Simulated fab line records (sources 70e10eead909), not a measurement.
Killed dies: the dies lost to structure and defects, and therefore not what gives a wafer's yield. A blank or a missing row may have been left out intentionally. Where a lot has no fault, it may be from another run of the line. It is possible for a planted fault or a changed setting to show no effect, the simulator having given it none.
Chamber matching | flow nand harc | 4 sister chambers for NHARC_A_STAIRCASE_ETCH_169 on rie diel-09
The step etches the open film in CH3F/O2, target depth 50 nm, time 107.1 s. 24 wafers are shown with their chamber, then 12 later ones without.

## WAFERS, EACH WITH ITS CHAMBER
wafer  | chamber | drypump motor current A (A) | showerhead plenum p Torr (Torr) | rf vpp V (V)
L074.3 | 1       | 6.2                         | 2.54                            | 245.8
L074.5 | 3       | 5.9                         | 2.34                            | 243.4
L074.6 | 0       | 5.2                         | 2.44                            | 244.7
L078.2 | 2       | 5.7                         | 2.55                            | 246.0
L078.4 | 3       | 5.9                         | 2.34                            | 242.4
L078.5 | 1       | 6.2                         | 2.54                            | 246.5
L079.2 | 3       | 5.9                         | 2.34                            | 244.1
L079.3 | 0       | 5.2                         | 2.44                            | 243.3
L079.5 | 2       | 5.7                         | 2.55                            | 245.2
L081.1 | 3       | 5.8                         | 2.33                            | 243.6
L081.2 | 2       | 5.7                         | 2.55                            | 248.0
L081.3 | 0       | 5.2                         | 2.43                            | 242.3
L083.3 | 0       | 5.2                         | 2.43                            | 243.6
L083.5 | 3       | 5.9                         | 2.33                            | 241.5
L083.6 | 2       | 5.7                         | 2.55                            | 242.4
L084.2 | 1       | 6.2                         | 2.53                            | 246.1
L084.3 | 3       | 5.9                         | 2.33                            | 242.8
L084.6 | 2       | 5.7                         | 2.54                            | 244.9
L086.1 | 3       | 5.9                         | 2.33                            | 241.5
L086.2 | 1       | 6.2                         | 2.52                            | 246.3
L086.6 | 0       | 5.2                         | 2.42                            | 243.0
L088.1 | 3       | 5.9                         | 2.32                            | 241.4
L088.2 | 1       | 6.2                         | 2.52                            | 245.3
L088.4 | 0       | 5.2                         | 2.42                            | 242.9

SIGNATURES (means of the wafers above)
reading                  | chamber 0 | chamber 1 | chamber 2 | chamber 3 | scatter within a chamber
drypump motor current A  | 5.200     | 6.200     | 5.700     | 5.888     | 0.0209
showerhead plenum p Torr | 2.4300    | 2.5300    | 2.5480    | 2.3325    | 0.00784
rf vpp V                 | 243.300   | 246.000   | 245.300   | 242.588   | 1.19
Rule: for each reading, subtract the chamber's mean from the wafer's reading, divide by that reading's scatter and square the result; add these up over the readings and take the root, which gives the wafer's distance from the chamber. If the next closest chamber is less than 2 further off than the closest, the wafer can't be placed; otherwise it belongs to the closest. The scatter is the square root of a quotient: the sum, over the shown wafers, of each reading's squared deviation from its chamber's mean, divided by wafers minus chambers.

## WAFERS WITH NO CHAMBER GIVEN
wafer  | drypump motor current A (A) | showerhead plenum p Torr (Torr) | rf vpp V (V)
L087.1 | 5.2                         | 2.42                            | 244.8
L087.3 | 6.2                         | 2.52                            | 245.4
L087.4 | 5.9                         | 2.32                            | 243.3
L094.1 | 5.2                         | 2.41                            | 244.5
L094.3 | 5.6                         | 2.53                            | 246.7
L094.5 | 5.2                         | 2.41                            | 243.1
L096.1 | 5.7                         | 2.53                            | 245.0
L096.4 | 6.2                         | 2.51                            | 245.2
L096.5 | 6.2                         | 2.51                            | 244.3
L097.2 | 5.2                         | 2.41                            | 244.2
L097.3 | 6.2                         | 2.51                            | 243.2
L097.6 | 6.2                         | 2.51                            | 244.8

## WHICH CHAMBER EACH WENT THROUGH
wafer  | from the rows above | in truth
L087.1 | 0                   | 0
L087.3 | 1                   | 1
L087.4 | 3                   | 3
L094.1 | 0                   | 0
L094.3 | 2                   | 2
L094.5 | 0                   | 0
L096.1 | 2                   | 2
L096.4 | 1                   | 1
L096.5 | 1                   | 1
L097.2 | 0                   | 0
L097.3 | 1                   | 1
L097.6 | 1                   | 1
Correct placement for 12 of the 12. Left unplaced by these rows: 0. Wrongly placed: 0.
